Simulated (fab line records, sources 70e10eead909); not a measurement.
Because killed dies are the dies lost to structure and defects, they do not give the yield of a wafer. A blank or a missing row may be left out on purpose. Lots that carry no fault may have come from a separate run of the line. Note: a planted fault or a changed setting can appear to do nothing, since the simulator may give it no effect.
Matching of chambers ; flow nandHarc ; 4 sister chambers for NHARC_A_STAIRCASE_DESCUM_270 on rieDiel-02
The step chemistry O2, time 3 s. 16 wafers are shown with their chamber, then 8 later ones without.

WAFERS WITH THEIR CHAMBER
wafer;chamber;drypumpMotorCurrentA (A);showerheadPlenumPTorr (Torr);oesProductAu (a.u.)
L075.1;3;5.7;1.93;1.003
L075.4;2;5.6;1.76;1.002
L075.5;3;5.7;1.93;1.001
L079.1;0;6.3;1.81;1.001
L079.3;1;5.1;1.99;0.985
L079.6;1;5.2;1.99;0.984
L080.1;1;5.1;1.99;0.985
L080.4;3;5.7;1.93;0.990
L080.6;0;6.3;1.81;0.996
L084.2;3;5.7;1.92;0.987
L084.4;2;5.6;2.07;1.018
L084.5;2;5.6;2.07;1.004
L085.1;1;5.1;1.98;0.991
L085.2;3;5.7;1.92;0.986
L085.3;2;5.6;2.07;1.013
L090.1;1;5.2;1.98;0.982

SIGNATURES (means of the wafers above)
reading;chamber 0;chamber 1;chamber 2;chamber 3;scatter within a chamber
drypumpMotorCurrentA;6.300;5.140;5.600;5.700;0.0316
showerheadPlenumPTorr;1.8100;1.9860;1.9925;1.9260;0.0776
oesProductAu;0.99850;0.98540;1.00925;0.99340;0.00636
Rule: a wafer lies at a distance from a chamber equal to the root of the sum of squares, over the readings, of (its reading less the chamber's mean, divided by the reading's scatter). If the next closest chamber is less than 2 further off than the closest, the wafer can't be placed; otherwise it belongs to the closest. The scatter is the square root of a quotient: the sum, over the shown wafers, of each reading's squared deviation from its chamber's mean, divided by wafers minus chambers.

WAFERS MISSING THEIR CHAMBER
wafer;drypumpMotorCurrentA (A);showerheadPlenumPTorr (Torr);oesProductAu (a.u.)
L090.5;5.1;1.98;0.985
L090.6;5.6;2.06;0.997
L092.4;5.6;2.06;1.009
L092.5;5.7;1.91;0.982
L092.6;6.2;1.79;1.004
L096.2;6.2;1.79;0.991
L096.4;5.7;2.06;1.020
L096.5;5.1;1.97;1.006

WHICH CHAMBER EACH ONE RAN IN
wafer;from the rows above;in truth
L090.5;1;1
L090.6;can't be placed: 2 or 3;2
L092.4;2;2
L092.5;3;3
L092.6;0;0
L096.2;0;0
L096.4;can't be placed: 2 or 3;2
L096.5;1;1
Correctly placed: 6 of 8. These rows do not allow placing 2 (true chamber among the candidates in 2). Placed wrongly: 0.
